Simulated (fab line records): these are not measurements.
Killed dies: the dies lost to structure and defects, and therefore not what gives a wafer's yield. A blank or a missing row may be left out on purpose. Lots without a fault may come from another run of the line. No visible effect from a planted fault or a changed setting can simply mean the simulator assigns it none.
Chamber matching / flow n5 finfet / 3 sister chambers for N5_BEOL_M6_PECVD_70 on pecvd-02
The step deposits SiO2 from TEOS/O2, target thk 20 nm, time 22.7 s. 14 wafers are shown with their chamber, then 7 later ones without.

WAFERS WITH THEIR CHAMBER
wafer=L077.1; chamber=2; throttle valve pct (%)=20.9; showerhead plenum p Torr (Torr)=8.76; heater power w (W)=812
wafer=L077.3; chamber=0; throttle valve pct (%)=23.5; showerhead plenum p Torr (Torr)=8.70; heater power w (W)=1031
wafer=L077.5; chamber=2; throttle valve pct (%)=20.9; showerhead plenum p Torr (Torr)=8.78; heater power w (W)=794
wafer=L080.2; chamber=0; throttle valve pct (%)=23.3; showerhead plenum p Torr (Torr)=8.69; heater power w (W)=954
wafer=L080.3; chamber=1; throttle valve pct (%)=20.9; showerhead plenum p Torr (Torr)=8.75; heater power w (W)=728
wafer=L080.5; chamber=2; throttle valve pct (%)=20.9; showerhead plenum p Torr (Torr)=8.77; heater power w (W)=804
wafer=L083.1; chamber=0; throttle valve pct (%)=23.5; showerhead plenum p Torr (Torr)=8.69; heater power w (W)=985
wafer=L083.3; chamber=2; throttle valve pct (%)=21.2; showerhead plenum p Torr (Torr)=8.76; heater power w (W)=964
wafer=L083.4; chamber=0; throttle valve pct (%)=23.1; showerhead plenum p Torr (Torr)=8.66; heater power w (W)=989
wafer=L088.4; chamber=0; throttle valve pct (%)=23.6; showerhead plenum p Torr (Torr)=8.69; heater power w (W)=994
wafer=L088.5; chamber=1; throttle valve pct (%)=20.9; showerhead plenum p Torr (Torr)=8.75; heater power w (W)=813
wafer=L088.6; chamber=0; throttle valve pct (%)=23.7; showerhead plenum p Torr (Torr)=8.70; heater power w (W)=1006
wafer=L089.1; chamber=0; throttle valve pct (%)=23.3; showerhead plenum p Torr (Torr)=8.70; heater power w (W)=1011
wafer=L089.3; chamber=2; throttle valve pct (%)=21.1; showerhead plenum p Torr (Torr)=8.77; heater power w (W)=941

SIGNATURES (averages over the wafers above)
reading=throttle valve pct; chamber 0=23.429; chamber 1=20.900; chamber 2=21.000; scatter within a chamber=0.174
reading=showerhead plenum p Torr; chamber 0=8.6900; chamber 1=8.7500; chamber 2=8.7680; scatter within a chamber=0.0116
reading=heater power w; chamber 0=995.71; chamber 1=770.50; chamber 2=863.00; scatter within a chamber=55.8
Rule: for a wafer and a chamber, the distance is found by dividing, reading by reading, the gap between the wafer's reading and the chamber's mean by the reading's scatter, squaring, summing and taking the root. If the next closest chamber is less than 2 further off than the closest, the wafer can't be placed; otherwise it belongs to the closest. The scatter: the root of (the sum of the squares of (reading less its chamber's mean) over the shown wafers, divided by (wafers less chambers)).

WAFERS WITH NO CHAMBER GIVEN
wafer=L089.4; throttle valve pct (%)=20.4; showerhead plenum p Torr (Torr)=8.73; heater power w (W)=746
wafer=L095.2; throttle valve pct (%)=21.2; showerhead plenum p Torr (Torr)=8.77; heater power w (W)=997
wafer=L095.3; throttle valve pct (%)=23.6; showerhead plenum p Torr (Torr)=8.69; heater power w (W)=968
wafer=L095.5; throttle valve pct (%)=21.5; showerhead plenum p Torr (Torr)=8.78; heater power w (W)=986
wafer=L097.4; throttle valve pct (%)=23.6; showerhead plenum p Torr (Torr)=8.69; heater power w (W)=902
wafer=L097.5; throttle valve pct (%)=20.6; showerhead plenum p Torr (Torr)=8.72; heater power w (W)=823
wafer=L097.6; throttle valve pct (%)=21.2; showerhead plenum p Torr (Torr)=8.79; heater power w (W)=834

CHAMBER TAKEN BY EACH
wafer=L089.4; from the rows above=can't be placed: 1 or 2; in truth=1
wafer=L095.2; from the rows above=2; in truth=2
wafer=L095.3; from the rows above=0; in truth=0
wafer=L095.5; from the rows above=2; in truth=2
wafer=L097.4; from the rows above=0; in truth=0
wafer=L097.5; from the rows above=can't be placed: 1 or 2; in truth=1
wafer=L097.6; from the rows above=can't be placed: 2 or 1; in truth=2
Correct placement for 4 of the 7. Not placeable from these rows: 3 (in 3, the candidates include the true chamber). 0 placed wrongly.
